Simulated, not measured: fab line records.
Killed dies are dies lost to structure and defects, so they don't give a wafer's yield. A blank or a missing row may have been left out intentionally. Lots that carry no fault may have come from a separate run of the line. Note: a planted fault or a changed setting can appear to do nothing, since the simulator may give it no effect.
Comparing a struck lot with a sound one ; flow n5 finfet ; 38 out of 1938 route steps
Sound: the wafers L368.2, L368.4, L368.5. Struck: wafers L358.3, L358.4 (left out: L358.1, a lot-mate that was not struck); the cause follows at the end.
For every step that has rows: the tool of each side, followed by ch and its chambers, followed by its first start. Under that, the readings that differ: sound wafers ; struck wafers ; difference of the means ; sigmas: that difference in standard deviations of wafers without a fault.
alike: same words and numbers on both sides, and readings whose means sit less than 2 such deviations apart. not compared: any withheld reading, any reading some wafer has no value for, any bound like >300 that may hide the same value, and any number with overlapping values for which the record gives no deviation.
A row with sigmas, a row that says differs or no value, or rows on one side alone: a step with any of these is where the two part. Numbers that have no deviation but don't overlap get no sigmas and don't part them. A reading that every wafer of one side lacks parts them only if that side has two wafers or more.

first, 9 steps without rows for these wafers: N5_BEOL_M4_PEB_09 (peb time 60 s); N5_BEOL_M4_DEVELOP_10 (develop time 30 s); N5_BEOL_M4_DESCUM_16 (chemistry O2, time 7 s); N5_BEOL_M4_ETCH_74 (etches underlayer in N2/H2, target depth 6.5 nm, time 5.2 s); N5_BEOL_M4_ETCH_63 (etches SiARC in CF4, target depth 15.6 nm, time 26 s); N5_BEOL_M4_ETCH_64 (etches SOC in N2/H2, target depth 75 nm, overetch 22.5 nm, time 121.9 s); N5_BEOL_M4_STRIP_65 (strips in N2/H2); N5_BEOL_M4_STRIP_75 (strips in N2/H2); N5_BEOL_M4_STRIP_66 (strips in CF4).
N5_BEOL_M4_HM_OPEN_17: chemistry Cl2/BCl3, target TiN, target depth 20 nm, overetch 6 nm.
  sound on rie metal-01 ch 1, day 13 21:05; struck on rie metal-02 ch 0,1, day 10 04:40
reading;sound;struck;difference;sigmas
model.etch.depth nm (nm);19.91 19.84 20.01;16.35 15.9;-3.80;
model.SOC_of_BEOL_M4_COAT_61.thk nm (nm);52.2 52.2 52.2;54.8 55;+2.7;
  alike: drypump motor current A, oes_ar_750_au, oes product au, throttle valve pct
  not compared: rf hours counter h, model.BEOL_M4.cd offset nm
then, 14 steps without rows for these wafers: N5_BEOL_M4_STRIP_19 (strips in O2); N5_BEOL_M4_COAT_67 (time 60 s, resist thk 60 nm); N5_BEOL_M4_COAT_68 (time 60 s, resist thk 12 nm); N5_BEOL_M4_COAT_76 (time 60 s, resist thk 5 nm); N5_BEOL_M4_COAT_22 (resist thk 30 nm); N5_BEOL_M4_EBR_24; N5_BEOL_M4_SOFTBAKE_23 (time 60 s); N5_BEOL_M4_EXPOSE_25 (exposes mask V3, defocus 5 nm); N5_BEOL_M4_PEB_26 (peb time 60 s); N5_BEOL_M4_DEVELOP_27 (develop time 30 s); N5_BEOL_M4_DESCUM_33 (chemistry O2, time 7 s); N5_BEOL_M4_ETCH_77 (etches underlayer in N2/H2, target depth 6.5 nm, time 5.2 s); N5_BEOL_M4_ETCH_69 (etches SiARC in CF4, target depth 15.6 nm, time 26 s); N5_BEOL_M4_ALD_98 (deposits SiO2, target thk 2.5 nm, pulse time 1 s, co reactant pulse time 1 s).
N5_BEOL_M4_ETCHBACK_99: etches SiO2 in CHF3, target depth 5 nm, time 10.4 s.
  sound on rie diel-04 ch 0,2, day 14 18:15; struck on rie diel-04 ch 1,3, day 10 12:23
reading;sound;struck;difference;sigmas
oes_ar_750_au (a.u.);0.84 0.68 0.68;0.88 0.95;+0.18;+2
oes product au (a.u.);0.84 0.67 0.67;0.38 0.37;-0.35;-4
  alike: drypump motor current A, rf vpp V, showerhead plenum p Torr, throttle valve pct
  not compared: rf hours counter h
then, 3 steps without rows for these wafers: N5_BEOL_M4_ETCH_70 (etches SOC in N2/H2, target depth 80 nm, overetch 24 nm, time 130 s); N5_BEOL_M4_STRIP_71 (strips in N2/H2); N5_BEOL_M4_STRIP_78 (strips in N2/H2).
N5_BEOL_M4_VIA_ETCH_34: etches the open film in C4F6/O2, target depth 69.4 nm, time 65.9 s.
  sound on rie diel-04 ch 0,2, day 14 18:23; struck on rie diel-04 ch 1,3, day 10 12:31
reading;sound;struck;difference;sigmas
oes_ar_750_au (a.u.);0.84 0.68 0.68;0.89 0.95;+0.19;+2
oes product au (a.u.);0.85 0.67 0.67;0.39 0.37;-0.35;-4
  alike: drypump motor current A, rf vpp V, showerhead plenum p Torr, throttle valve pct
  not compared: rf hours counter h
then, 4 steps without rows for these wafers: N5_BEOL_M4_STRIP_83 (strips in C4F6/O2); N5_BEOL_M4_STRIP_36 (strips in N2/H2); N5_BEOL_M4_TRENCH_ETCH_37 (etches SiOC in C4F6/O2, target depth 55.555 nm, time 29.2 s); N5_BEOL_M4_STRIP_97 (strips in N2/H2, time 10 s).
N5_BEOL_M4_OCD_MEAS_38:
  sound: ocd-02 at day 14 18:38; struck: ocd-02 at day 10 12:46
reading;sound;struck;difference;sigmas
trench depth nm (nm);56.1 54.5 55.0;5.7 2.0;-51.4;-62
N5_BEOL_M4_CD_MEAS_35: target cd 18 nm, target cd y 22.4 nm.
  sound: cd sem-01 at day 14 18:48; struck: cd sem-01 at day 10 12:55
reading;sound;struck;difference;sigmas
cd nm (nm);17.9 18.5 18.1;- -;no value on the struck wafers;
N5_BEOL_M4_THK_MEAS_53: measures by xrf.
  sound: film metro-02 at day 14 22:30; struck: film metro-01 at day 10 16:42
reading;sound;struck;difference;sigmas
M4_THK (nm);40.8 38.9 40.7;- -;no value on the struck wafers;
N5_BEOL_M4_RC_MEAS_101:
  the record has rows for the sound wafers here (prober-02 ch 0, day 14 23:02) and none for the struck ones
-- the record jumps here: 4 days lie between the struck wafers' starts before and after (it left off in module BEOL_M4 and takes up again in module PASSIVATION, whose first step shown is number 1936 of the route) --
N5_PASSIVATION_PROBE_49:
  sound: prober-01 at day 19 16:12; struck: prober-02 at day 14 17:21
reading;sound;struck;difference;sigmas
defect limited yield (%);90.6 90.4 89.9;14.0 2.5;-82.0;-51
killed_at_M4_up;18 17 13;904 1062;+967;+99 or more
killed dies;111 113 119;1015 1150;+968;+54
killed on rim;16 9 16;106 152;+115;+30
sort_bin_5_function (%);6.0 5.5 5.8;81.9 94.4;+82.4;+82
sort n pass;1069 1067 1061;165 30;-968;-54
sort yield pct (%);90.6 90.4 89.9;14.0 2.5;-82.0;-51
  alike: killed_at_M0_to_M3, killed at contacts, killed at front end, killed at other, killed open, killed short, sort_bin_6_memory

WHERE THEY PART
First at N5_BEOL_M4_ETCHBACK_99; last, within this record, at N5_PASSIVATION_PROBE_49.

WHY: the cause the simulator had injected
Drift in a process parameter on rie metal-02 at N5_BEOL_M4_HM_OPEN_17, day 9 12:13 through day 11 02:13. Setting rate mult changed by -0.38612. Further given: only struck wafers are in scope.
